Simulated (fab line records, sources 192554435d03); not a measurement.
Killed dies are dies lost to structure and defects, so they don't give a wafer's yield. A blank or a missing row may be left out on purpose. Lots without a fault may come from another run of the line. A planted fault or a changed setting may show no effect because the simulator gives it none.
fab line records | flow n5_finfet
record lots=7 wafers=39
route steps=1938 shown FIN_SAQP@110 SD_EPI_N@273 MOL_CONTACT_COAG@559 BEOL_M5@1116 BEOL_M6@1260 BEOL_M9@1443
start_h: hours from the record's first day to the start of the lot's first wafer shown | wait_h: hours since the lot's step before | " the same as in the row above | L1.1+2: a row that stands for several wafers | - no value, or no start given | * or withheld: withheld | < > ~ a bound
route shown NAME@n: a module of which the file shows steps, and the number in the route of the first | usual: mean/standard deviation of fault-free wafers | same: alike in all rows | chamber/n: place in a boat | sites: the reading at each site | _std_site: their standard deviation | _edge_site: outer sites' mean less inner sites' | radius_mm: how far each site lies from the wafer's centre | mask NAME#n: copy n | behind: the tool/chamber that last shaped the wafer | hold: why the lot was held/for how many hours/how that ended | device: the transistor (n, p or np) that didn't switch | end of line: the same wafers' tests at the end of the route | a step without rows: its recipe alone | killed: dies lost to structure and defects at the first sort, not the wafer's yield | map: a wafer's dies, x killed, . not, _ none there
set.NAME: the setting as run; set.NAME@STEP: as run at that earlier step | model.NAME: the simulator's own value behind a step, which no gauge read
lots whose settings were changed on purpose; a table a step, a row a wafer
## steps
# step N5_FIN_SAQP_DEVELOP_15
# recipe develop_time_s=30 developer=TMAH resist=CAR-ArF dev_temp_c=23 rinse_liquid=diw dry=air_spin
# columns lot.wafer tool chamber start_h wait_h set.develop_time_s
L074.3+4+6 litho_track-02 0 - - 30
L077.1+2+3+4+5+6 litho_track-05 0 - - 30
L079.1+2+3+4+5+6 litho_track-05 0 - - 30
L080.1+2+3 litho_track-04 0 - - 30
L080.4+5+6 " 0 " " 14.65
L081.1+4+6 litho_track-05 0 - - 30
L081.2+3+5 " 0 " " 18.94
L083.1+2+3 litho_track-04 0 - - 30
L083.4+5+6 " 0 " " 38.03
L089.1+3+5 litho_track-02 0 - - 12.53
L089.2+4+6 " 0 " " 30
# step N5_FIN_SAQP_CD_MEAS_16
# recipe target_cd_nm=35.6 landing_energy_ev=500 detector=se_inlens
# usual cd_nm=35.6/0.31
# columns lot.wafer tool chamber start_h wait_h set.develop_time_s@FIN_SAQP_DEVELOP_15 cd_nm
L074.3 cd_sem-01 0 21.69 - 30 35.6
L074.4 " 0 " " 30 35.4
L074.6 " 0 " " 30 35.4
L077.1 cd_sem-01 0 39.21 - 30 35.0
L077.2 " 0 " " 30 35.4
L077.3 " 0 " " 30 35.6
L077.4 " 0 " " 30 35.3
L077.5 " 0 " " 30 35.5
L077.6 " 0 " " 30 35.8
L079.1 cd_sem-03 0 51.40 - 30 35.7
L079.2 " 0 " " 30 35.9
L079.3 " 0 " " 30 36.2
L079.4 " 0 " " 30 35.6
L079.5 " 0 " " 30 35.9
L079.6 " 0 " " 30 35.5
L080.1 cd_sem-02 0 57.70 - 30 35.2
L080.2 " 0 " " 30 35.6
L080.3 " 0 " " 30 35.8
L080.4 " 0 " " 14.65 37.2
L080.5 " 0 " " 14.65 37.2
L080.6 " 0 " " 14.65 36.9
L081.1 cd_sem-03 0 63.31 - 30 36.1
L081.2 " 0 " " 18.94 36.8
L081.3 " 0 " " 18.94 37.3
L081.4 " 0 " " 30 35.8
L081.5 " 0 " " 18.94 37.0
L081.6 " 0 " " 30 36.0
L083.1 cd_sem-03 0 75.49 - 30 35.5
L083.2 " 0 " " 30 35.4
L083.3 " 0 " " 30 35.3
L083.4 " 0 " " 38.03 35.3
L083.5 " 0 " " 38.03 34.5
L083.6 " 0 " " 38.03 35.4
L089.1 cd_sem-03 0 111.77 - 12.53 37.8
L089.2 " 0 " " 30 36.0
L089.3 " 0 " " 12.53 37.1
L089.4 " 0 " " 30 35.8
L089.5 " 0 " " 12.53 37.5
L089.6 " 0 " " 30 35.3
# step N5_SD_EPI_N_DESCUM_14
# recipe chemistry=O2 time_s=7.9 source_power_w=50 bias_power_w=20 pressure_mtorr=20 rf_frequency_hz=2.712e+07 temp_c=40 resist=CAR-ArF-block o2_flow_sccm=225
# columns lot.wafer tool chamber start_h wait_h set.time_s model.CAR-ArF-block_of_SD_EPI_N_COAT_03.thk_nm
L074.3+6 rie_diel-02 3,0 48.86 0.6 7.9 143.4
L074.4 " 1 " " 7.9 143.2
L077.1 rie_diel-05 1 66.36 0.0 6.031 144.6
L077.2+6 " 2 " " 6.031 144.4
L077.3+5 " 0 " " 7.9 143.4
L077.4 " 1 " " 7.9 143.6
L079.1+4 rie_diel-04 0,1 78.89 0.0 7.9 143.4
L079.2+3 " 2,3 " " 7.9 143
L079.5 " 3 " " 7.9 143.6
L079.6 " 2 " " 7.9 143.8
L080.1 rie_diel-02 1 87.79 0.0 7.9 143
L080.2 " 2 " " 9.567 142.2
L080.3+5 " 3,1 " " 9.567 142.6
L080.4 " 0 " " 7.9 143.6
L080.6 " 0 " " 7.9 143.4
L081.1 rie_diel-04 1 92.81 0.0 9.104 142.4
L081.2 " 2 " " 9.104 142.6
L081.3 " 0 " " 7.9 143.2
L081.4+6 " 3 " " 7.9 143.4
L081.5 " 0 " " 9.104 142.8
L083.1 rie_diel-02 3 103.12 0.0 4.819 145.6
L083.2+4 " 2,0 " " 7.9 144
L083.3 " 1 " " 4.819 145.8
L083.5 " 0 " " 7.9 143.8
L083.6 " 3 " " 4.819 146
L089.1 rie_diel-04 3 140.41 0.0 7.9 144.4
L089.2 " 2 " " 7.9 144.6
L089.3 " 0 " " 3.869 146.4
L089.4 " 1 " " 7.9 144.8
L089.5 " 1 " " 3.869 146.8
L089.6 " 2 " " 3.869 147.2
# step N5_MOL_CONTACT_COAG_ALD_27
# recipe material=SiOC target_thk_a=170 temp_c=400 ald_precursor_family=carbosiloxane ald_co_reactant=H2-plasma pulse_time_s=1.5 time_s=2720 purge_time_s=2 co_reactant_purge_time_s=2 ald_cycles=340 pressure_torr=2
# columns lot.wafer tool chamber start_h wait_h set.time_s model.SiOC_of_MOL_CONTACT_COAG_ALD_27.thk_nm
L074.3 ald_sin-04 1 98.18 0.1 2720 17.2
L074.4+6 " 3 " " 2720 17
L077.1+3 ald_sin-02 1,0 112.22 0.0 1340 8.4
L077.2+5+6 " 3,3,2 " " 2720 17
L077.4 " 2 " " 1340 8.2
L079.1+2+3+4+5+6 ald_sin-01 1,2,0,3,1,2 125.08 0.3 2720 17
L080.1+4 ald_sin-01 0,2 133.97 0.0 2720 16.8
L080.2+3 " 3,1 " " 1566 9.8
L080.5 " 2 " " 2720 17
L080.6 " 3 " " 1566 9.6
L081.1+2+4 ald_sin-01 1,2,0 142.86 0.0 2720 17
L081.3+5 " 0,2 " " 3258 17
L081.6 " 1 " " 3258 17.2
L083.1+2+6 ald_sin-01 1,2,0 149.04 0.0 2720 17
L083.3 " 0 " " 3853 16.8
L083.4+5 " 1,2 " " 3853 17
L089.1+3 ald_sin-04 2,0 190.15 4.2 2125 13.2
L089.2 " 1 " " 2125 13.4
L089.4+5 " 3,2 " " 2720 17
L089.6 " 1 " " 2720 17.2
# step N5_BEOL_M5_HM_DEP_02
# recipe material=TiN target_thk_a=200 temp_c=25 chamber_pressure_pa=0.49996
# columns lot.wafer tool chamber start_h wait_h set.target_thk_a model.TiN_of_BEOL_M5_HM_DEP_02.thk_nm
L074.3+6 pvd_sputter-02 - 170.77 1.2 200 20.2
L074.4 " - " " 200 20.4
L077.1+4 pvd_sputter-02 - 188.17 1.1 80.05 8
L077.2 " - " " 80.05 8.2
L077.3+5 " - " " 200 20
L077.6 " - " " 200 20.4
L079.1+6 pvd_sputter-02 - 195.23 0.9 200 20
L079.2+4 " - " " 243.6 24.4
L079.3 " - " " 243.6 24.6
L079.5 " - " " 200 20.2
L080.1 pvd_sputter-01 - 204.46 0.4 200 19.8
L080.2 " - " " 200 20.2
L080.3+6 " - " " 282.9 28.4
L080.4 " - " " 200 20
L080.5 " - " " 282.9 28.2
L081.1+5 pvd_sputter-02 - 213.47 1.1 241.2 24.4
L081.2+3 " - " " 200 20.4
L081.4 " - " " 200 20.6
L081.6 " - " " 241.2 24.6
L083.1+6 pvd_sputter-01 - 222.92 2.3 296.3 30
L083.2 " - " " 200 20.4
L083.3+4 " - " " 200 20.2
L083.5 " - " " 296.3 29.6
L089.1+3 pvd_sputter-01 - 278.47 1.8 200 20
L089.2 " - " " 200 19.8
L089.4+6 " - " " 200 20.2
L089.5 " - " " 200 19.6
# step N5_BEOL_M5_COAT_59
# recipe resist=SOC temp_c=250 time_s=60 spin_rpm=1500 resist_thk_nm=60
# step N5_BEOL_M5_COAT_60
# recipe resist=SiARC temp_c=220 time_s=60 spin_rpm=1500 resist_thk_nm=12
# step N5_BEOL_M5_STRIP_73
# recipe chemistry=N2/H2 temp_c=40 n2_flow_sccm=200 h2_flow_sccm=200 rf_frequency_hz=6e+07
# step N5_BEOL_M5_STRIP_64
# recipe chemistry=CF4 resist=SiARC power_w=300 bias_power_w=75 pressure_mtorr=50 cf4_flow_sccm=150 rf_frequency_hz=6e+07
# step N5_BEOL_M5_HM_OPEN_17
# recipe chemistry=Cl2/BCl3 target_depth_a=200 overetch_a=60 target=TiN mask_material=SOC ion_energy_ev=150 pressure_mtorr=10 icp_w=1000 bias_w=126 Cl2_flow_sccm=53.25 bcl3_flow_sccm=21.75 Ar_flow_sccm=25
# columns lot.wafer tool chamber start_h wait_h set.target_thk_a@BEOL_M5_HM_DEP_02 model.etch.depth_nm
L074.3 rie_metal-02 1 171.56 0.1 200 20.24
L074.4 " 0 " " 200 20.42
L074.6 " 0 " " 200 20.27
L077.1 rie_metal-02 0 189.07 0.0 80.05 8.013
L077.2 " 1 " " 80.05 8.212
L077.3 " 1 " " 200 20.08
L077.4 " 0 " " 80.05 8.084
L077.5 " 1 " " 200 20.07
L077.6 " 0 " " 200 20.32
L079.1 rie_metal-01 0 195.99 0.0 200 20.07
L079.2 " 1 " " 243.6 24.49
L079.3 " 0 " " 243.6 24.5
L079.4 " 1 " " 243.6 24.45
L079.5 " 0 " " 200 20.17
L079.6 " 1 " " 200 20.02
L080.1 rie_metal-02 0 205.23 0.0 200 19.76
L080.2 " 1 " " 200 20.14
L080.3 " 1 " " 282.9 24.56
L080.4 " 0 " " 200 19.96
L080.5 " 1 " " 282.9 24.48
L080.6 " 0 " " 282.9 25.55
L081.1 rie_metal-03 0 214.43 0.1 241.2 24.45
L081.2 " 1 " " 200 20.45
L081.3 " 1 " " 200 20.34
L081.4 " 0 " " 200 20.5
L081.5 " 1 " " 241.2 24.39
L081.6 " 0 " " 241.2 24.66
L083.1 rie_metal-03 0 223.98 0.0 296.3 25.65
L083.2 " 1 " " 200 20.37
L083.3 " 0 " " 200 20.25
L083.4 " 1 " " 200 20.1
L083.5 " 0 " " 296.3 25.57
L083.6 " 1 " " 296.3 25.03
L089.1 rie_metal-01 0 279.23 0.0 200 19.95
L089.2 " 0 " " 200 19.7
L089.3 " 0 " " 200 19.93
L089.4 " 0 " " 200 20.22
L089.5 " 0 " " 200 19.68
L089.6 " 0 " " 200 20.3
# step N5_BEOL_M5_STRIP_19
# recipe chemistry=O2 power_w=400 temp_c=40 pressure_mtorr=30 rf_frequency_hz=6e+07 bias_power_w=0 overash_fraction=0.2 o2_flow_sccm=225
# step N5_BEOL_M5_ETCH_41
# recipe chemistry=CH3F/O2 target=SiCN target_depth_a=315 taper_deg=2 time_s=56.7 ion_energy_ev=120 mask_material=TiN pressure_mtorr=30 source_w=395 bias_w=75 Ar_flow_sccm=150 CH3F_flow_sccm=30 O2_flow_sccm=20
# step N5_BEOL_M5_STRIP_91
# recipe chemistry=N2/H2 time_s=10 power_w=450 temp_c=40 pressure_mtorr=20 rf_frequency_hz=6e+07 bias_power_w=7 n2_flow_sccm=200 h2_flow_sccm=200
# step N5_BEOL_M5_OCD_MEAS_38
# usual trench_depth_nm=71.6/1.5
# columns lot.wafer tool chamber start_h wait_h set.target_thk_a@BEOL_M5_HM_DEP_02 trench_depth_nm
L074.3 ocd-01 - 173.67 - 200 72.2
L074.4 " - " " 200 73.3
L074.6 " - " " 200 70.1
L077.1 ocd-01 - 190.14 - 80.05 70.9
L077.2 " - " " 80.05 73.4
L077.3 " - " " 200 69.2
L077.4 " - " " 80.05 72.7
L077.5 " - " " 200 72.8
L077.6 " - " " 200 70.7
L079.1 ocd-02 - 200.99 - 200 70.4
L079.2 " - " " 243.6 72.1
L079.3 " - " " 243.6 71.0
L079.4 " - " " 243.6 71.0
L079.5 " - " " 200 72.1
L079.6 " - " " 200 70.7
L080.1 ocd-01 - 207.82 - 200 70.1
L080.2 " - " " 200 71.9
L080.3 " - " " 282.9 7.2
L080.4 " - " " 200 73.0
L080.5 " - " " 282.9 8.8
L080.6 " - " " 282.9 26.0
L081.1 ocd-01 - 216.83 - 241.2 73.7
L081.2 " - " " 200 69.9
L081.3 " - " " 200 71.8
L081.4 " - " " 200 68.1
L081.5 " - " " 241.2 70.1
L081.6 " - " " 241.2 71.9
L083.1 ocd-02 - 227.32 - 296.3 2.6
L083.2 " - " " 200 68.6
L083.3 " - " " 200 71.7
L083.4 " - " " 200 72.7
L083.5 " - " " 296.3 3.5
L083.6 " - " " 296.3 0.1
L089.1 ocd-01 - 280.56 - 200 69.5
L089.2 " - " " 200 74.0
L089.3 " - " " 200 72.3
L089.4 " - " " 200 71.4
L089.5 " - " " 200 69.8
L089.6 " - " " 200 71.8
# step N5_BEOL_M6_DEP_56
# recipe material=SiCN target_thk_a=100 temp_c=withheld precursor=3MS/NH3 pressure_torr=3 rf_w=202 time_s=17.5
# columns lot.wafer tool chamber start_h wait_h set.target_thk_a model.SiCN_of_BEOL_M6_DEP_56.thk_nm
L074.3 pecvd-03 1 188.77 0.0 100 10
L074.4+6 " 0,1 " " 100 10.2
L077.1 pecvd-04 1 206.70 0.0 100 9.6
L077.2 " 0 " " 118.9 12
L077.3 " 1 " " 100 10
L077.4 " 0 " " 118.9 12.2
L077.5 " 0 " " 100 10.2
L077.6 " 1 " " 118.9 11.6
L079.1 pecvd-03 0 220.06 0.0 58.31 5.8
L079.2 " 2 " " 58.31 5.6
L079.3 " 1 " " 100 10
L079.4 " 2 " " 100 9.8
L079.5 " 1 " " 58.31 6
L079.6 " 0 " " 100 10.2
L080.1+6 pecvd-01 1,0 225.28 0.0 100 10.2
L080.2 " 0 " " 100 10
L080.3 " 2 " " 42.19 4.2
L080.4+5 " 1,2 " " 42.19 4.4
L081.1 pecvd-04 0 235.18 0.0 100 10
L081.2 " 1 " " 100 9.6
L081.3+6 " 0 " " 100 10.2
L081.4+5 " 1 " " 100 9.8
L083.1+3+5+6 pecvd-04 2,1,2,1 244.72 0.0 100 10
L083.2+4 " 0 " " 100 10.2
L089.1+4+6 pecvd-01 2,1,2 298.59 0.0 100 10.2
L089.2 " 0 " " 65.85 6.6
L089.3+5 " 1,0 " " 65.85 6.8
# step N5_BEOL_M9_VIA_ETCH_34
# recipe chemistry=C4F6/O2 target=SiCOH_lowk target_depth_a=1824 mask_material=SOC taper_deg=4 time_s=68.4 ion_energy_ev=250 pressure_mtorr=30 source_w=345 bias_w=185 Ar_flow_sccm=300 C4F6_flow_sccm=10 O2_flow_sccm=10
# columns lot.wafer tool chamber start_h wait_h set.target_depth_a model.etch.depth_nm model.SOC_of_BEOL_M9_COAT_63.thk_nm
L074.3 rie_diel-01 3 211.23 0.0 1824 176.3 51.2
L074.4 " 2 " " 1824 187.5 50.8
L074.6 " 2 " " 1824 186.9 51
L077.1 rie_diel-06 3 227.81 0.0 1824 182.9 51.2
L077.2 " 1 " " 1824 178 51.4
L077.3 " 0 " " 1824 177.9 51.6
L077.4 " 2 " " 1824 183.9 50.8
L077.5 " 2 " " 1824 183.9 51
L077.6 " 1 " " 1824 176.7 51.4
L079.1 rie_diel-06 1 240.74 0.0 1824 179.4 51.2
L079.2 " 0 " " 1824 179.3 51.4
L079.3 " 3 " " 1824 183 51.2
L079.4+6 " 2 " " 1824 185.4 51
L079.5 " 1 " " 1824 177.4 51.4
L080.1 rie_diel-01 1 248.95 0.0 2585 256 47.6
L080.2 " 3 " " 1824 173.8 51.6
L080.3 " 2 " " 1824 183.5 51
L080.4 " 2 " " 2585 262.5 47.4
L080.5 " 1 " " 1824 180.6 51.4
L080.6 " 3 " " 2585 249.7 47.6
L081.1 rie_diel-03 0 259.21 0.0 1291 130.9 53.8
L081.2 " 3 " " 1824 183.5 51
L081.3 " 2 " " 1824 187.8 50.8
L081.4 " 1 " " 1291 127.5 53.8
L081.5 " 3 " " 1824 182.4 51
L081.6 " 0 " " 1291 131.8 53.8
L083.1 rie_diel-01 2 269.99 0.0 1824 185.6 50.8
L083.2 " 0 " " 1824 186.5 50.4
L083.3 " 1 " " 1824 181.8 51
L083.4 " 3 " " 1824 178.3 51
L083.5 " 0 " " 1824 187.6 50.4
L083.6 " 3 " " 1824 177.1 51
L089.1 rie_diel-03 1 316.07 0.0 1824 179.1 51.2
L089.2 " 0 " " 1824 186.1 50.6
L089.3 " 2 " " 1353 139.6 53
L089.4 " 0 " " 1353 137 53
L089.5 " 1 " " 1824 180.1 51
L089.6 " 2 " " 1353 140 53
## key
split step=N5_FIN_SAQP_DEVELOP_15 setting=develop_time_s stated=30 by=wafer
response step=N5_FIN_SAQP_CD_MEAS_16 reading=cd_nm change=-0.0289 per=1% r=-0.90
split step=N5_SD_EPI_N_DESCUM_14 setting=time_s stated=7.9 by=wafer
response step=N5_SD_EPI_N_DESCUM_14 reading=model.CAR-ArF-block_of_SD_EPI_N_COAT_03.thk_nm change=-0.0444 per=1% r=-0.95
split step=N5_MOL_CONTACT_COAG_ALD_27 setting=time_s stated=2720 by=wafer
response step=N5_MOL_CONTACT_COAG_ALD_27 reading=model.SiOC_of_MOL_CONTACT_COAG_ALD_27.thk_nm shape=bent at_lowest=8.333 at_stated=17 at_highest=16.93
split step=N5_BEOL_M5_HM_DEP_02 setting=target_thk_a stated=200 by=wafer
response step=N5_BEOL_M5_HM_DEP_02 reading=model.TiN_of_BEOL_M5_HM_DEP_02.thk_nm change=+0.2 per=1% r=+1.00
response step=N5_BEOL_M5_HM_OPEN_17 reading=model.etch.depth_nm change=+0.159 per=1% r=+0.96
response step=N5_BEOL_M5_OCD_MEAS_38 reading=trench_depth_nm shape=bent at_lowest=72.3 at_stated=71.2 at_highest=2.1
split step=N5_BEOL_M6_DEP_56 setting=target_thk_a stated=100 by=wafer
response step=N5_BEOL_M6_DEP_56 reading=model.SiCN_of_BEOL_M6_DEP_56.thk_nm change=+0.101 per=1% r=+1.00
split step=N5_BEOL_M9_VIA_ETCH_34 setting=target_depth_a stated=1824 by=wafer
response step=N5_BEOL_M9_VIA_ETCH_34 reading=model.etch.depth_nm change=+1.81 per=1% r=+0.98
response step=N5_BEOL_M9_VIA_ETCH_34 reading=model.SOC_of_BEOL_M9_COAT_63.thk_nm change=-0.0907 per=1% r=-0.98
